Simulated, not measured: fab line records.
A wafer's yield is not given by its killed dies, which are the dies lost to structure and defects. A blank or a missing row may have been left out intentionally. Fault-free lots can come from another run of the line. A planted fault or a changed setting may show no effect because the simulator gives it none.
Split-lot trial    flow n5-finfet    39 wafers read from 7 lots, route of 1938 steps

THE SPLIT ITSELF
At N5_SD_EPI_P_EPI_21 (deposits SiGe:B, time 355 s), the setting time-s was moved away from the recipe's 355 s on 18 of the 39 wafers read, by -48.7% to +58.5%. The other wafers ran this setting at the recipe's value.

Reading taken at the split's own step.

THE READING
SiGe-B_of_SD_EPI_P_EPI_21.thk-nm (the simulator's own value, which no gauge read), in nm, at N5_SD_EPI_P_EPI_21 (deposits SiGe:B, time 355 s). No usual value for it is given in the file. Here, 21 wafers ran the recipe; their average is 60.7 nm with a standard deviation of 0.75 nm.

wafer   tool, chamber at the split  time-s as run, s  against the recipe  SiGe-B_of_SD_EPI_P_EPI_21.thk-nm, nm  against lot-mates on the recipe
L075.1  epi-rpcvd-02, 0             355               recipe              60.4                                  -
L075.2  epi-rpcvd-02, 0             182               -48.7%              33.8                                  -26.9
L075.3  epi-rpcvd-02, 0             182               -48.7%              33.8                                  -26.9
L075.4  epi-rpcvd-02, 0             182               -48.7%              33.4                                  -27.3
L075.5  epi-rpcvd-02, 0             355               recipe              60.8                                  -
L075.6  epi-rpcvd-02, 0             355               recipe              61                                    -
L080.1  epi-rpcvd-04, 0             355               recipe              61                                    -
L080.2  epi-rpcvd-04, 0             507.4             +42.9%              78.2                                  +17.3
L080.3  epi-rpcvd-04, 0             507.4             +42.9%              79.2                                  +18.3
L080.4  epi-rpcvd-04, 0             355               recipe              60.8                                  -
L080.6  epi-rpcvd-04, 0             355               recipe              60.8                                  -
L080.5  epi-rpcvd-04, 0             507.4             +42.9%              78                                    +17.1
L081.1  epi-rpcvd-02, 0             216.2             -39.1%              41                                    -20.6
L081.4  epi-rpcvd-02, 0             216.2             -39.1%              41                                    -20.6
L081.2  epi-rpcvd-02, 0             355               recipe              61                                    -
L081.3  epi-rpcvd-02, 0             355               recipe              62.4                                  -
L081.5  epi-rpcvd-02, 0             355               recipe              61.4                                  -
L081.6  epi-rpcvd-02, 0             216.2             -39.1%              40.8                                  -20.8
L082.1  epi-rpcvd-04, 0             496.9             +40.0%              76.4                                  +15.7
L082.2  epi-rpcvd-04, 0             496.9             +40.0%              77.2                                  +16.5
L082.3  epi-rpcvd-04, 0             355               recipe              60.8                                  -
L082.4  epi-rpcvd-04, 0             355               recipe              60.4                                  -
L082.5  epi-rpcvd-04, 0             496.9             +40.0%              78                                    +17.3
L082.6  epi-rpcvd-04, 0             355               recipe              61                                    -
L087.4  epi-rpcvd-02, 0             355               recipe              61.6                                  -
L087.5  epi-rpcvd-02, 0             355               recipe              61                                    -
L087.6  epi-rpcvd-02, 0             355               recipe              61                                    -
L091.1  epi-rpcvd-01, 0             355               recipe              59                                    -
L091.2  epi-rpcvd-01, 0             208               -41.4%              37.2                                  -22.2
L091.3  epi-rpcvd-01, 0             355               recipe              59.2                                  -
L091.4  epi-rpcvd-01, 0             208               -41.4%              37.4                                  -22.0
L091.5  epi-rpcvd-01, 0             355               recipe              60                                    -
L091.6  epi-rpcvd-01, 0             208               -41.4%              37.6                                  -21.8
L096.1  epi-rpcvd-02, 0             355               recipe              59.6                                  -
L096.2  epi-rpcvd-02, 0             562.8             +58.5%              83.8                                  +23.3
L096.3  epi-rpcvd-02, 0             355               recipe              61                                    -
L096.4  epi-rpcvd-02, 0             355               recipe              60.8                                  -
L096.5  epi-rpcvd-02, 0             562.8             +58.5%              83.2                                  +22.7
L096.6  epi-rpcvd-02, 0             562.8             +58.5%              82.8                                  +22.3

FIT RESULTS
A straight line over all 39 wafers: SiGe-B_of_SD_EPI_P_EPI_21.thk-nm changes by +0.466 nm for each +1% of time-s; r = +0.99; the points scatter about the line by 1.9 nm.
The same after taking each lot's own level away (the mean of its wafers on the recipe; 39 wafers): +0.465 nm for each +1%; r = +0.99; scatter 1.8 nm.
That fit puts the effect of the largest move of time-s on the reading at 27 nm.
Across the lots, their own levels run from 59.40 to 61.60 nm, a range of 2.9 times the standard deviation given above.
The two slopes agree, so the slope changes little with the lot-to-lot level.
Check: with one of the wafers moved furthest among these (+58.5%) left out of the fit, the line predicts +26.1 nm for it against its lot-mates. It came out at +23.3 nm against them.

FURTHER SPLITS ON THESE WAFERS
These wafers also went through other splits before the reading. Each is held against what the fit with the lots' levels taken away leaves over:
other split on the same wafers  wafers away from the commonest value  r with SiGe-B_of_SD_EPI_P_EPI_21.thk-nm (lot level and that fit taken away)
N5_FIN_SAQP_HM_DEP_03 time-s    18                                    -0.16

THE WHOLE CHAIN: every reading that the file lists as answering this split, in the file's order
step                         what it does                  reading                                                                            change (the file's fit)                                                             r (the file's)
N5_SD_EPI_P_EPI_21           deposits SiGe:B, time 355 s   SiGe-B_of_SD_EPI_P_EPI_21.thk-nm (the simulator's own value, which no gauge read)  +0.463 nm for each +1% of the setting                                               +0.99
N5_SD_EPI_P_EPI_MEAS_23                                    thk-nm                                                                             withheld for each +1% of the setting                                                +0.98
N5_SD_ACTIVATION_RS_MEAS_03  measures by four-point-probe  RS_SD_P                                                                            not straight: 100.6 at the lowest setting, 55.9 at the recipe, 41.0 at the highest  not given

THE FILE'S OWN FIT
SiGe-B_of_SD_EPI_P_EPI_21.thk-nm changes by +0.463 nm for each +1% of time-s, r = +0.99.
